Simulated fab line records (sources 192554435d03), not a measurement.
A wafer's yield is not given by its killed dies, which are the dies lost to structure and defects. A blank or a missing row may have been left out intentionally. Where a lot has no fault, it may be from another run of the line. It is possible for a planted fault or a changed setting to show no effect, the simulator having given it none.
Code-filled problem report in 8D (eight disciplines) form || flow n5 finfet || the parts of the form that need people (team, actions taken, sign-off) are left out

== 1. PROBLEM STATEMENT ==
A mean of 418.8 W is read at N5_PMOS_HMC_CHANNEL_EPI_ETCH_38 for bias w, taken on 1 wafer of 1 lot, against 400.1 W (standard deviation 1.2) on wafers free of any fault. That puts it +16 standard deviations away from the usual mean.
The step: etches SiO2 in CF4, target depth 1.5 nm.
The first sign was on wafer L384.2 at day 6 06:00, on rie si-06. The record has a number at this step for 26 wafers belonging to 9 lots. Rule for "out" (also "out of limits"): further than 4 standard deviations from the usual mean. The other wafers with a number count as sound.

== 2. WHAT IT IS; WHAT IT IS NOT ==
{"question": "which readings at this step", "is": "bias w", "is not": "chamber pressure mTorr, he backside leak sccm, oes product au, throttle valve pct"}
{"question": "which lots", "is": "L384", "is not": "L366, L370, L371, L372, L374, L386, L387, L388"}
{"question": "which wafers of those lots", "is": "L384.2", "is not": "L384.4, L384.6"}
{"question": "read on which tools", "is": "rie si-06", "is not": "rie si-01, rie si-04"}
{"question": "when", "is": "from day 6 06:00", "is not": "up to then (17 sound wafers); but 8 sound wafers of L386, L387, L388 came after"}

== 3. SUSPECTS, AND WHAT RULES EACH OUT ==
Counting: a tool at a process step up to the reading stays a suspect if it ran every lot that is out. Sound lots after the first of them don't rule it out here, since some wafers of a struck lot are sound.
- rie si-05 at N5_ZERO_LAYER_ETCH_18 (etches Si in HBr/Cl2, target depth 120 nm, time 40 s): kept. It processed L384, the lot that is out, at day 6 01:03, and its most recent sound lot before then was L374 at day 3 13:08.
- rie si-06 at N5_PMOS_HMC_CHANNEL_EPI_ETCH_38 (etches SiO2 in CF4, target depth 1.5 nm): kept. It processed L384, the lot that is out, at day 6 06:00, and its most recent sound lot before then was L372 at day 3 06:18. On those wafers its own readings are out: bias w.
- At N5_PMOS_HMC_CHANNEL_EPI_ETCH_38, inside rie si-06: chamber 3 took the wafers that are out, while their sound lot-mates went through chambers 1, 2.
Remaining after the count are rie si-05 at N5_ZERO_LAYER_ETCH_18 and rie si-06 at N5_PMOS_HMC_CHANNEL_EPI_ETCH_38.

== 4. THE CAUSE (what the simulator had put in) ==
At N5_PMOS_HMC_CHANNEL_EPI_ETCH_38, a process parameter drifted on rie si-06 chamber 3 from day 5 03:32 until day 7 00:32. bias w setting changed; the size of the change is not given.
Counting left 2 suspects, and this tool is among them.

== 5. THE CHAIN OF EFFECTS, in route order ==
One row per reading whose mean, taken over the struck wafers that have a number, lies over 3 standard deviations from the usual. Scope: only readings with a usual standard deviation given in the record; hours: median across lots of the time from each lot's start at the first step in this table that gives one to its start at this step; sigmas: change in usual standard deviations.
{"hours": 0, "step": "N5_PMOS_HMC_CHANNEL_EPI_ETCH_38", "reading": "bias w", "usual": "400.1 W", "on struck wafers": 418.8, "change": "+18.7", "sigmas": "+16"}
Process steps it contains:
- N5_PMOS_HMC_CHANNEL_EPI_ETCH_38: etches SiO2 in CF4, target depth 1.5 nm.
At these later measuring or inspecting steps, every struck wafer for which the step has a row has a number for every such reading, and none has moved that far: N5_BEOL_M4_RC_MEAS_101.

== 6. WHAT WOULD HAVE CAUGHT IT SOONER ==
In this record the first reading out of limits was taken at day 6 06:00, 26 hours after the fault began at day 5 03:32.
